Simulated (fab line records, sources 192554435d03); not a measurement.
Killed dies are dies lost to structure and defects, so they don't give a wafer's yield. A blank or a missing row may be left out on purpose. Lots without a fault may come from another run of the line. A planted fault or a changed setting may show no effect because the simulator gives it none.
One fault seen from 2 desks | flow n5_finfet | each desk has only its own numbers; what lay behind them comes last

THE TOOL OWNER'S DESK: wet_bench-03
The tool's own readings at N5_HKMG_FIN_WET_ETCH_73 (etches the open film in SC1, time 42.3 s, target depth 1.3 nm, rinse time 30 s): means of the sampled wafers that have a number, for each lot that ran on this tool. A lot is out of limits, marked OUT, if its mean lies more than 4 standard deviations from the usual mean; the brackets give that distance.
Columns: A = bath_heat_duty_pct at N5_HKMG_FIN_WET_ETCH_73, usual 7.4 %; B = h2o2_flow_mL_min at N5_HKMG_FIN_WET_ETCH_73, usual 69.78; C = nh4oh_flow_mL_min at N5_HKMG_FIN_WET_ETCH_73, usual 34.89
lot  | first seen here | A   | B     | C
L875 | day 4 16:34     | 8.5 | 69.76 | 34.92
L877 | day 5 00:28     | 7.9 | 69.80 | 34.90
L884 | day 7 01:37     | 7.2 | 69.92 | 34.88
L894 | day 9 13:47     | 7.6 | 69.92 | 34.80
L895 | day 9 17:02     | 7.9 | 69.78 | 34.94
This desk's finding: nothing out of limits on any of the 5 lots.

THE METROLOGY DESK
What the gauges read, lot by lot, whatever tool the lot ran on: means of the sampled wafers that have a number. A lot is out of limits, marked OUT, if its mean lies more than 4 standard deviations from the usual mean; the brackets give that distance.
Columns: A = TV_OVL at N5_PASSIVATION_OVL_MEAS_60, usual 3 nm
lot  | first seen here | A
L874 | day 12 09:27    | 0
L875 | day 12 09:37    | -2
L876 | day 12 20:01    | 1
L877 | day 13 02:44    | -3
L884 | day 15 22:38    | 4
L891 | day 16 13:00    | 3
L889 | day 16 13:18    | -6
L894 | day 17 20:23    | 3
L895 | day 17 23:44    | 2
L897 | day 18 19:52    | 9
L896 | day 19 03:33    | 2
This desk's finding: nothing out of limits on any of the 11 lots.

PUT TOGETHER
The tool owner's desk saw nothing out of limits.
The metrology desk saw nothing out of limits.

WHAT THE SIMULATOR HAD PUT IN
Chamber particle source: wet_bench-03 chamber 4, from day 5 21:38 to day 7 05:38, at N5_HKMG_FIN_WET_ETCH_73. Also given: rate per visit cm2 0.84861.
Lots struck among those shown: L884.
